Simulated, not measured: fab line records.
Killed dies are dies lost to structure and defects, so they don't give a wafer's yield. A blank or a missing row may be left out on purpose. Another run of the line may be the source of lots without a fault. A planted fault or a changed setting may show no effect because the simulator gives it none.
fab line records	flow n5Finfet
record lots=7	wafers=39
route steps=1938 shown ZERO_LAYER@11 FIN_CUT@173 MOL_CONTACT_COAG@547 BEOL_M1@818 BEOL_M3@993 BEOL_M6@1260 BEOL_M9@1401 BEOL_M11@1536 BEOL_M12@1602 MIM_BOT@1833 PASSIVATION@1910
startH: start of the lot's first displayed wafer, in hours after the record's first day	waitH: hours since the lot's step before	" as in the row above	L1.1+2: a single row standing in for several wafers	- value missing, or start not given	* or withheld: withheld	< > ~ a bound
route shown NAME@n: a module of which the file shows steps, and the number in the route of the first	usual: average and standard deviation across the fault-free wafers	same: alike in all rows	chamber/n: place in a boat	sites: readings site by site	_std_site: how widely they spread, as a standard deviation	_edge_site: mean of outer sites minus mean of inner sites	radiusMm: for every site, how far away it sits from the centre of the wafer	mask NAME#n: copy n	behind: tool/chamber where the wafer was last shaped	hold: why the lot was held/for how many hours/how that ended	device: names the non-switching transistor (n, p or np)	end of line: the same wafers' tests at the end of the route	step lacking rows: just its recipe	killed: not the wafer's yield, but the dies lost to structure and defects at the first sort	map: a wafer's dies, x killed, . not, _ none there
set.NAME: the run value of the setting; set.NAME@STEP: its run value at that earlier step	model.NAME: the simulator's own value behind a step, which no gauge read
lots where settings were altered on purpose, with a table for each step and a row for each wafer
## steps
# step N5_ZERO_LAYER_DEVELOP_10
# recipe developTimeS=60	rinseLiquid=diw	dry=airSpin	devTempC=21
# step N5_FIN_CUT_CUT_ETCH_26
# recipe chemistry=CH3F/O2	target=SiNx	targetDepthA=390	maskMaterial=SOC	timeS=55.7	pressureMtorr=30	sourceW=395	biasW=73	Ar_flow_sccm=150	CH3F_flow_sccm=30	O2_flow_sccm=20	ionEnergyEv=120
# step N5_MOL_CONTACT_COAG_SPUTTER_143
# recipe material=Co	targetThkA=25	tempC=25	chamberPressurePa=0.2
# step N5_BEOL_M1_SPUTTER_81
# recipe material=Cu	targetThkA=45	tempC=-20	chamberPressurePa=0.07	powerW=withheld	timeS=8.29
# step N5_BEOL_M3_CVD_47
# recipe material=Co	targetThkA=30	tempC=withheld	precursor=CCTBA/H2	pressureTorr=30	timeS=223.8
# step N5_BEOL_M6_DEP_56
# recipe material=SiCN	targetThkA=100	tempC=withheld	precursor=3MS/NH3	pressureTorr=3	rfW=202	timeS=17.5
# step N5_BEOL_M9_ILD_DEP_00
# recipe material=SiCOH_lowk	targetThkA=3085.1	tempC=300	precursor=DEMS/porogen	pressureTorr=5	rfW=500	timeS=58
# step N5_BEOL_M11_ILD_DEP_00
# step N5_BEOL_M12_ILD_DEP_00
# recipe material=SiOC	targetThkA=6589.2	tempC=350	precursor=DEMS/O2	pressureTorr=5	rfW=500	timeS=130.7
# step N5_MIM_BOT_SPUTTER_00
# recipe material=TiN	targetThkA=350	tempC=200	powerW=3000	chamberPressurePa=0.49996	gas=Ar	reactivePartialPa=0.37997	timeS=89.7
# step N5_PASSIVATION_ETCH_59
# recipe chemistry=Cl2/BCl3	target=TaN	targetDepthA=650	timeS=34.9	ionEnergyEv=100	pressureMtorr=10	icpW=900	biasW=100	Cl2_flow_sccm=60	bcl3FlowSccm=30
# step N5_PASSIVATION_PROBE_49
# usual sort_bin_5_function=5.6/1.2
lot.wafer	tool	chamber	startH	waitH	set.developTimeS@ZERO_LAYER_DEVELOP_10	set.timeS@FIN_CUT_CUT_ETCH_26	set.targetThkA@MOL_CONTACT_COAG_SPUTTER_143	set.targetThkA@BEOL_M1_SPUTTER_81	set.targetThkA@BEOL_M3_CVD_47	set.timeS@BEOL_M6_DEP_56	set.targetThkA@BEOL_M9_ILD_DEP_00	set.timeS@BEOL_M11_ILD_DEP_00	set.targetThkA@BEOL_M12_ILD_DEP_00	set.targetThkA@MIM_BOT_SPUTTER_00	set.timeS@PASSIVATION_ETCH_59	sort_bin_5_function[%]
L074.1	prober-01	-	294.41	0.0	30.47	86.84	18.29	36.07	30	17.5	1927	58	6589.2	350	55.83	6.7
L074.2	prober-01	-	294.46	0.1	60	86.84	18.29	36.07	19.63	26.34	3085.1	58	6589.2	350	55.83	7.2
L074.3	prober-01	-	294.51	0.1	60	86.84	25	45	30	26.34	1927	58	5448	350	55.83	7.4
L074.4	prober-01	-	294.56	0.2	30.47	55.7	25	36.07	19.63	17.5	1927	58	5448	350	34.9	6.3
L074.5	prober-01	-	294.61	0.2	60	55.7	18.29	45	30	26.34	3085.1	58	6589.2	350	34.9	6.4
L074.6	prober-01	-	294.66	0.3	30.47	55.7	25	45	19.63	17.5	3085.1	58	5448	350	34.9	5.8
L075.1	prober-02	-	300.92	0.0	60	55.7	25	45	30	17.5	3085.1	58	6589.2	350	34.9	4.8
L075.4	prober-02	-	301.07	0.2	60	55.7	25	45	30	17.5	3085.1	58	6589.2	350	34.9	4.3
L075.5	prober-02	-	301.12	0.2	60	55.7	25	45	30	17.5	3085.1	58	6589.2	350	34.9	5.3
L080.1	prober-02	-	324.27	0.0	24.3	74.57	25	45	30	17.5	3085.1	31.32	8190	350	34.9	4.5
L080.2	prober-02	-	324.32	0.1	24.3	55.7	17.73	69.2	30	17.5	3085.1	58	6589.2	350	28.62	4.0
L080.3	prober-02	-	324.37	0.1	24.3	74.57	17.73	69.2	21.2	21.71	3085.1	31.32	6589.2	350	34.9	4.8
L080.4	prober-02	-	324.42	0.2	60	55.7	17.73	45	21.2	21.71	3085.1	58	8190	455.8	34.9	8.0
L080.5	prober-02	-	324.47	0.2	60	55.7	25	45	21.2	17.5	3085.1	58	8190	455.8	28.62	6.1
L080.6	prober-02	-	324.52	0.3	60	74.57	25	69.2	30	21.71	3085.1	31.32	6589.2	455.8	28.62	5.5
L084.1	prober-01	-	343.00	0.0	39.49	55.7	25	45	30	11.02	4252	44.03	6589.2	350	34.9	95.3
L084.2	prober-01	-	343.05	0.1	60	55.7	39.79	33.82	30	11.02	3085.1	58	9232	350	34.9	7.8
L084.3	prober-01	-	343.10	0.1	60	55.7	25	33.82	45.32	17.5	4252	58	6589.2	350	47.54	95.9
L084.4	prober-01	-	343.15	0.2	60	55.7	39.79	45	30	17.5	3085.1	44.03	9232	503.4	34.9	5.1
L084.5	prober-01	-	343.20	0.2	39.49	55.7	25	33.82	45.32	11.02	3085.1	44.03	6589.2	503.4	47.54	7.9
L084.6	prober-01	-	343.25	0.3	39.49	55.7	39.79	45	45.32	17.5	4252	58	9232	503.4	47.54	95.5
L088.1	prober-02	-	367.71	0.0	79.49	29.33	25	52.04	30	17.5	3085.1	78.18	6589.2	350	23.02	94.8
L088.2	prober-02	-	367.76	0.1	79.49	55.7	17.52	52.04	30	17.5	1589	78.18	6589.2	350	34.9	9.3
L088.3	prober-02	-	367.81	0.1	60	55.7	25	45	30	17.5	3085.1	58	3382	350	23.02	96.0
L088.4	prober-02	-	367.86	0.2	60	55.7	25	45	30	17.5	1589	58	6589.2	350	23.02	8.3
L088.5	prober-02	-	367.91	0.2	79.49	29.33	17.52	52.04	30	17.5	1589	58	3382	350	34.9	8.2
L088.6	prober-02	-	367.96	0.3	60	29.33	17.52	45	30	17.5	3085.1	78.18	3382	350	34.9	96.2
L087.1	prober-01	-	367.89	0.0	60	55.7	25	57	30	17.5	3085.1	58	6589.2	350	34.9	4.6
L087.2	prober-01	-	367.94	0.1	31.56	55.7	37.37	57	34.68	7.43	3085.1	39.61	6589.2	226.7	49.28	4.8
L087.3	prober-01	-	367.99	0.1	31.56	55.7	37.37	57	34.68	7.43	3085.1	58	9201	350	49.28	4.7
L087.4	prober-01	-	368.04	0.2	31.56	55.7	25	45	34.68	17.5	3085.1	39.61	9201	226.7	34.9	5.7
L087.5	prober-01	-	368.09	0.2	60	55.7	37.37	45	30	17.5	3085.1	58	9201	226.7	49.28	4.5
L087.6	prober-01	-	368.14	0.3	60	55.7	25	45	30	7.43	3085.1	39.61	6589.2	350	34.9	4.2
L091.1	prober-01	-	379.61	0.4	60	24.02	34.33	45	30	17.5	3085.1	58	6589.2	350	34.9	4.2
L091.2	prober-01	-	379.66	0.4	60	24.02	25	45	30	17.5	2120	58	4107	350	34.9	6.8
L091.3	prober-01	-	379.71	0.5	60	55.7	34.33	45	30	17.5	2120	41.15	6589.2	350	34.9	5.6
L091.4	prober-01	-	379.76	0.5	60	24.02	25	25.96	30	17.5	3085.1	41.15	6589.2	350	34.9	6.2
L091.5	prober-01	-	379.81	0.6	60	55.7	25	25.96	30	17.5	2120	41.15	4107	350	34.9	5.0
L091.6	prober-01	-	379.86	0.6	60	55.7	34.33	25.96	30	17.5	3085.1	58	4107	350	34.9	7.0
# killed by level:class
L074.1 BEOL_M9:areaDep=258 MOL_CONTACT_COAG:geometricParticle:open=16 BEOL_M3:geometricParticle:open=14 HKMG_FIN:areaEtch=10 STI_FIN_REVEAL:geometricParticle:open=9 BEOL_M0_SAQP:geometricParticle:open=9 ILD0:geometricParticle:open=8 BEOL_M2:geometricParticle:open=8
L074.2 FIN_SAQP:geometricParticle:open=14 STI_FIN_REVEAL:geometricParticle:open=14 BEOL_M2:geometricParticle:open=13 MOL_CONTACT_COAG:geometricParticle:open=12 BEOL_M0_SAQP:geometricParticle:short=12 BEOL_M3:geometricParticle:open=7 DUMMY_GATE:geometricParticle:open=5 BEOL_M8:geometricParticle:open=5
L074.3 MOL_CONTACT_COAG:geometricParticle:open=19 BEOL_M0_SAQP:geometricParticle:short=18 FIN_SAQP:geometricParticle:open=16 STI_FIN_REVEAL:geometricParticle:open=11 BEOL_M0_SAQP:geometricParticle:open=11 BEOL_M9:areaDep=11 DUMMY_GATE:geometricParticle:open=7 MOL_CONTACT_COAG:geometricParticle:short=7
L074.4 MOL_CONTACT_COAG:geometricParticle:open=26 BEOL_M0_SAQP:geometricParticle:open=14 BEOL_M0_SAQP:geometricParticle:short=9 DUMMY_GATE:geometricParticle:open=7 MOL_CONTACT_COAG:geometricParticle:short=7 BEOL_M3:geometricParticle:open=7 BEOL_M9:areaDep=7 BEOL_M4:geometricParticle:open=6
L074.5 MOL_CONTACT_COAG:geometricParticle:open=19 BEOL_M3:geometricParticle:open=14 STI_FIN_REVEAL:geometricParticle:open=11 BEOL_M2:geometricParticle:open=10 BEOL_M0_SAQP:geometricParticle:short=9 BEOL_M0_SAQP:geometricParticle:open=8 DUMMY_GATE:geometricParticle:open=6 FIN_SAQP:geometricParticle:open=5
L074.6 STI_FIN_REVEAL:geometricParticle:open=27 MOL_CONTACT_COAG:geometricParticle:open=16 DUMMY_GATE:geometricParticle:open=8 BEOL_M2:geometricParticle:open=8 BEOL_M3:geometricParticle:open=8 BEOL_M0_SAQP:geometricParticle:short=7 BEOL_M0_SAQP:geometricParticle:open=5 BEOL_M0:geometricParticle:open=5
L075.1 BEOL_M3:geometricParticle:open=11 BEOL_M4:geometricParticle:open=11 FIN_SAQP:geometricParticle:open=10 BEOL_M2:geometricParticle:open=10 FIN_SAQP:geometricParticle:short=7 DUMMY_GATE:geometricParticle:open=6 GATE_CUT:geometricParticle:open=4 GATE_CUT:geometricParticle:short=4
L075.4 FIN_SAQP:geometricParticle:short=10 BEOL_M3:geometricParticle:open=9 STI_FIN_REVEAL:geometricParticle:open=8 BEOL_M1:geometricParticle:open=6 FIN_SAQP:geometricParticle:open=5 GATE_CUT:geometricParticle:short=5 GATE_CUT:geometricParticle:open=4 BEOL_M0_SAQP:geometricParticle:short=4
L075.5 MOL_CONTACT_COAG:geometricParticle:open=11 FIN_SAQP:geometricParticle:short=9 STI_FIN_REVEAL:geometricParticle:open=8 GATE_CUT:geometricParticle:short=8 BEOL_M3:geometricParticle:open=7 FIN_SAQP:geometricParticle:open=6 BEOL_M0:geometricParticle:short=6 BEOL_M4:geometricParticle:open=6
L080.1 BEOL_M11:areaDep=1019 MOL_CONTACT_COAG:geometricParticle:open=11 BEOL_M0_SAQP:geometricParticle:open=10 BEOL_M3:geometricParticle:open=9 BEOL_M4:geometricParticle:open=9 BEOL_M0_SAQP:geometricParticle:short=8 STI_FIN_REVEAL:geometricParticle:open=4 DUMMY_GATE:geometricParticle:open=4
L080.2 BEOL_M0_SAQP:geometricParticle:open=13 MOL_CONTACT_COAG:geometricParticle:open=9 BEOL_M0_SAQP:geometricParticle:short=7 ILD0:geometricParticle:open=6 GATE_CUT:geometricParticle:short=6 FIN_SAQP:geometricParticle:short=5 BEOL_M4:geometricParticle:open=5 BEOL_M1:geometricParticle:open=4
L080.3 BEOL_M11:areaDep=675 BEOL_M3:geometricParticle:open=17 BEOL_M0_SAQP:geometricParticle:short=15 MOL_CONTACT_COAG:geometricParticle:open=9 FIN_SAQP:geometricParticle:open=5 BEOL_M0_SAQP:geometricParticle:open=5 BEOL_M4:geometricParticle:open=5 STARTING-WAFER:geometricParticle:short=5
L080.4 MIM_BOT:areaSputter=612 BEOL_M0_SAQP:geometricParticle:short=19 BEOL_M0_SAQP:geometricParticle:open=14 MOL_CONTACT_COAG:geometricParticle:open=9 DUMMY_GATE:geometricParticle:open=9 BEOL_M2:geometricParticle:open=8 BEOL_M3:geometricParticle:short=8 FIN_SAQP:geometricParticle:open=6
L080.5 MIM_BOT:areaSputter=624 BEOL_M0_SAQP:geometricParticle:open=22 MOL_CONTACT_COAG:geometricParticle:open=21 BEOL_M0_SAQP:geometricParticle:short=13 DUMMY_GATE:geometricParticle:open=9 BEOL_M3:geometricParticle:open=8 BEOL_M2:geometricParticle:open=7 BEOL_M4:geometricParticle:open=7
L080.6 BEOL_M11:areaDep=979 MIM_BOT:areaSputter=66 BEOL_M0_SAQP:geometricParticle:open=16 BEOL_M0_SAQP:geometricParticle:short=13 MOL_CONTACT_COAG:geometricParticle:open=12 BEOL_M4:geometricParticle:open=8 BEOL_M1:geometricParticle:open=7 BEOL_M3:geometricParticle:open=5
L084.1 BEOL_M9:areaEtch=1030 FIN_SAQP:geometricParticle:short=23 FIN_SAQP:geometricParticle:open=18 BEOL_M0_SAQP:geometricParticle:open=12 MOL_CONTACT_COAG:geometricParticle:open=10 BEOL_M0_SAQP:geometricParticle:short=10 BEOL_M3:geometricParticle:open=9 STI_FIN_REVEAL:geometricParticle:open=7
L084.2 BEOL_M0_SAQP:geometricParticle:short=17 DUMMY_GATE:geometricParticle:open=14 MOL_CONTACT_COAG:geometricParticle:open=13 BEOL_M0_SAQP:geometricParticle:open=10 BEOL_M1:geometricParticle:open=9 STI_FIN_REVEAL:geometricParticle:open=8 GATE_CUT:geometricParticle:open=8 FIN_SAQP:geometricParticle:open=7
L084.3 BEOL_M9:areaEtch=1061 STI_FIN_REVEAL:geometricParticle:open=12 BEOL_M2:geometricParticle:open=12 FIN_SAQP:geometricParticle:open=11 MOL_CONTACT_COAG:geometricParticle:open=8 DUMMY_GATE:geometricParticle:open=8 BEOL_M0_SAQP:geometricParticle:short=8 BEOL_M1:geometricParticle:open=7
L084.4 MIM_BOT:areaSputter=1072 BEOL_M0_SAQP:geometricParticle:open=15 BEOL_M0_SAQP:geometricParticle:short=11 FIN_SAQP:geometricParticle:open=10 DUMMY_GATE:geometricParticle:open=9 STI_FIN_REVEAL:geometricParticle:open=8 BEOL_M1:geometricParticle:open=8 FIN_SAQP:geometricParticle:short=6
L084.5 MIM_BOT:areaSputter=1044 MOL_CONTACT_COAG:geometricParticle:open=21 STI_FIN_REVEAL:geometricParticle:open=20 BEOL_M2:geometricParticle:open=13 BEOL_M3:geometricParticle:open=8 FIN_SAQP:geometricParticle:open=7 BEOL_M0_SAQP:geometricParticle:open=7 STI_FIN_REVEAL:geometricParticle:short=6
L084.6 BEOL_M9:areaEtch=1053 FIN_SAQP:geometricParticle:open=15 STI_FIN_REVEAL:geometricParticle:open=14 BEOL_M0_SAQP:geometricParticle:short=12 MOL_CONTACT_COAG:geometricParticle:open=10 BEOL_M0_SAQP:geometricParticle:open=10 FIN_SAQP:geometricParticle:short=7 BEOL_M1:geometricParticle:open=7
L088.1 BEOL_M11:areaEtch=1037 STI_FIN_REVEAL:geometricParticle:open=24 BEOL_M0_SAQP:geometricParticle:short=15 FIN_SAQP:geometricParticle:open=14 BEOL_M1:geometricParticle:open=13 GATE_CUT:geometricParticle:short=7 BEOL_M0_SAQP:geometricParticle:open=7 BEOL_M4:geometricParticle:open=7
L088.2 BEOL_M9:areaDep=1021 BEOL_M11:areaEtch=27 FIN_SAQP:geometricParticle:open=17 GATE_CUT:geometricParticle:short=14 STI_FIN_REVEAL:geometricParticle:open=14 BEOL_M2:geometricParticle:open=11 GATE_CUT:geometricParticle:open=9 BEOL_M0_SAQP:geometricParticle:short=9
L088.3 PASSIVATION:areaEtch=1061 FIN_SAQP:geometricParticle:open=19 STI_FIN_REVEAL:geometricParticle:open=13 FIN_SAQP:geometricParticle:short=10 BEOL_M0_SAQP:geometricParticle:short=7 BEOL_M0_SAQP:geometricParticle:open=6 BEOL_M2:geometricParticle:open=6 BEOL_M3:geometricParticle:open=6
L088.4 BEOL_M9:areaDep=1021 PASSIVATION:areaEtch=27 STI_FIN_REVEAL:geometricParticle:open=19 FIN_SAQP:geometricParticle:open=13 BEOL_M0_SAQP:geometricParticle:short=13 BEOL_M2:geometricParticle:open=12 BEOL_M0_SAQP:geometricParticle:open=10 GATE_CUT:geometricParticle:short=7
L087.1 STI_FIN_REVEAL:geometricParticle:open=13 FIN_SAQP:geometricParticle:open=8 BEOL_M3:geometricParticle:open=7 FIN_SAQP:geometricParticle:short=5 ILD0:geometricParticle:short=5 MOL_CONTACT_COAG:geometricParticle:open=5 BEOL_M1:geometricParticle:open=5 STI_FIN_REVEAL:geometricParticle:short=3
L088.5 BEOL_M9:areaDep=1004 STI_FIN_REVEAL:geometricParticle:open=23 FIN_SAQP:geometricParticle:open=19 BEOL_M0_SAQP:geometricParticle:open=14 MOL_CONTACT_COAG:geometricParticle:open=10 BEOL_M0_SAQP:geometricParticle:short=9 DUMMY_GATE:geometricParticle:open=8 BEOL_M2:geometricParticle:open=8
L087.2 MOL_CONTACT_COAG:geometricParticle:open=10 BEOL_M0_SAQP:geometricParticle:short=7 BEOL_M0_SAQP:geometricParticle:open=7 STARTING-WAFER:geometricParticle:open=7 FIN_SAQP:geometricParticle:open=6 STI_FIN_REVEAL:geometricParticle:open=6 DUMMY_GATE:geometricParticle:open=6 BEOL_M4:geometricParticle:open=5
L088.6 BEOL_M11:areaEtch=1064 STI_FIN_REVEAL:geometricParticle:open=17 FIN_SAQP:geometricParticle:short=11 FIN_SAQP:geometricParticle:open=9 BEOL_M3:geometricParticle:open=9 BEOL_M0_SAQP:geometricParticle:open=8 GATE_CUT:geometricParticle:short=7 GATE_CUT:geometricParticle:open=6
L087.3 FIN_SAQP:geometricParticle:open=10 STI_FIN_REVEAL:geometricParticle:open=9 BEOL_M1:geometricParticle:open=7 BEOL_M4:geometricParticle:open=7 BEOL_M2:geometricParticle:open=6 BEOL_M0_SAQP:geometricParticle:short=4 BEOL_M4:geometricParticle:short=4 GATE_CUT:geometricParticle:short=3
L087.4 MOL_CONTACT_COAG:geometricParticle:open=16 BEOL_M1:geometricParticle:open=10 STI_FIN_REVEAL:geometricParticle:open=9 BEOL_M3:geometricParticle:open=7 FIN_SAQP:geometricParticle:open=6 DUMMY_GATE:geometricParticle:open=6 BEOL_M4:geometricParticle:open=6 STARTING-WAFER:geometricParticle:open=6
L087.5 BEOL_M1:geometricParticle:open=9 BEOL_M4:geometricParticle:open=9 MOL_CONTACT_COAG:geometricParticle:open=8 STI_FIN_REVEAL:geometricParticle:open=7 BEOL_M0_SAQP:geometricParticle:open=7 ILD0:geometricParticle:short=6 FIN_SAQP:geometricParticle:short=5 FIN_SAQP:geometricParticle:open=5
L087.6 FIN_SAQP:geometricParticle:open=10 MOL_CONTACT_COAG:geometricParticle:open=10 FIN_SAQP:geometricParticle:short=6 STI_FIN_REVEAL:geometricParticle:open=6 BEOL_M4:geometricParticle:open=6 BEOL_M6:geometricParticle:open=6 BEOL_M0_SAQP:geometricParticle:short=5 BEOL_M2:geometricParticle:short=5
L091.1 MOL_CONTACT_COAG:geometricParticle:open=15 FIN_SAQP:geometricParticle:open=13 BEOL_M0_SAQP:geometricParticle:open=12 FIN_SAQP:geometricParticle:short=10 STARTING-WAFER:geometricParticle:short=6 BEOL_M1:geometricParticle:open=5 BEOL_M0_SAQP:geometricParticle:short=4 BEOL_M3:geometricParticle:open=3
L091.2 STI_FIN_REVEAL:geometricParticle:open=16 MOL_CONTACT_COAG:geometricParticle:open=13 BEOL_M4:geometricParticle:open=13 DUMMY_GATE:geometricParticle:open=9 FIN_SAQP:geometricParticle:short=8 MOL_CONTACT_COAG:geometricParticle:short=5 BEOL_M1:geometricParticle:open=5 BEOL_M5:geometricParticle:open=5
L091.3 BEOL_M0_SAQP:geometricParticle:short=14 BEOL_M0_SAQP:geometricParticle:open=13 MOL_CONTACT_COAG:geometricParticle:open=12 MOL_CONTACT_COAG:geometricParticle:short=8 FIN_SAQP:geometricParticle:short=7 BEOL_M4:geometricParticle:open=6 STI_FIN_REVEAL:geometricParticle:open=4 BEOL_M1:geometricParticle:short=4
L091.4 FIN_SAQP:geometricParticle:open=12 MOL_CONTACT_COAG:geometricParticle:open=12 BEOL_M4:geometricParticle:open=7 FIN_SAQP:geometricParticle:short=6 BEOL_M0_SAQP:geometricParticle:short=6 STI_FIN_REVEAL:geometricParticle:open=5 MOL_CONTACT_COAG:geometricParticle:short=5 BEOL_M4:geometricParticle:short=5
L091.5 MOL_CONTACT_COAG:geometricParticle:open=13 FIN_SAQP:geometricParticle:open=12 FIN_SAQP:geometricParticle:short=9 MOL_CONTACT_COAG:geometricParticle:short=7 BEOL_M0_SAQP:geometricParticle:open=6 BEOL_M0_SAQP:geometricParticle:short=6 BEOL_M8:geometricParticle:open=5 BEOL_M4:geometricParticle:open=5
L091.6 BEOL_M0_SAQP:geometricParticle:open=26 BEOL_M0_SAQP:geometricParticle:short=17 MOL_CONTACT_COAG:geometricParticle:open=13 FIN_SAQP:geometricParticle:short=12 FIN_SAQP:geometricParticle:open=10 BEOL_M1:geometricParticle:open=5 STARTING-WAFER:geometricParticle:open=5 STI_FIN_REVEAL:geometricParticle:open=4
## key
split step=N5_ZERO_LAYER_DEVELOP_10	setting=developTimeS	statedAs=60
response none clear
split step=N5_FIN_CUT_CUT_ETCH_26	setting=timeS	statedAs=55.7
response none clear
split step=N5_MOL_CONTACT_COAG_SPUTTER_143	setting=targetThkA	statedAs=25
response none clear
split step=N5_BEOL_M1_SPUTTER_81	setting=targetThkA	statedAs=45
response none clear
split step=N5_BEOL_M3_CVD_47	setting=targetThkA	statedAs=30
response none clear
split step=N5_BEOL_M6_DEP_56	setting=timeS	statedAs=17.5
response none clear
split step=N5_BEOL_M9_ILD_DEP_00	setting=targetThkA	statedAs=3085.1
response step=N5_PASSIVATION_PROBE_49	reading=sort_bin_5_function	slope=+1.17	per=1%	togetherWith=all	explained=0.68
split step=N5_BEOL_M11_ILD_DEP_00	setting=timeS	statedAs=58
response none clear
split step=N5_BEOL_M12_ILD_DEP_00	setting=targetThkA	statedAs=6589.2
response none clear
split step=N5_MIM_BOT_SPUTTER_00	setting=targetThkA	statedAs=350
response none clear
split step=N5_PASSIVATION_ETCH_59	setting=timeS	statedAs=34.9
response none clear
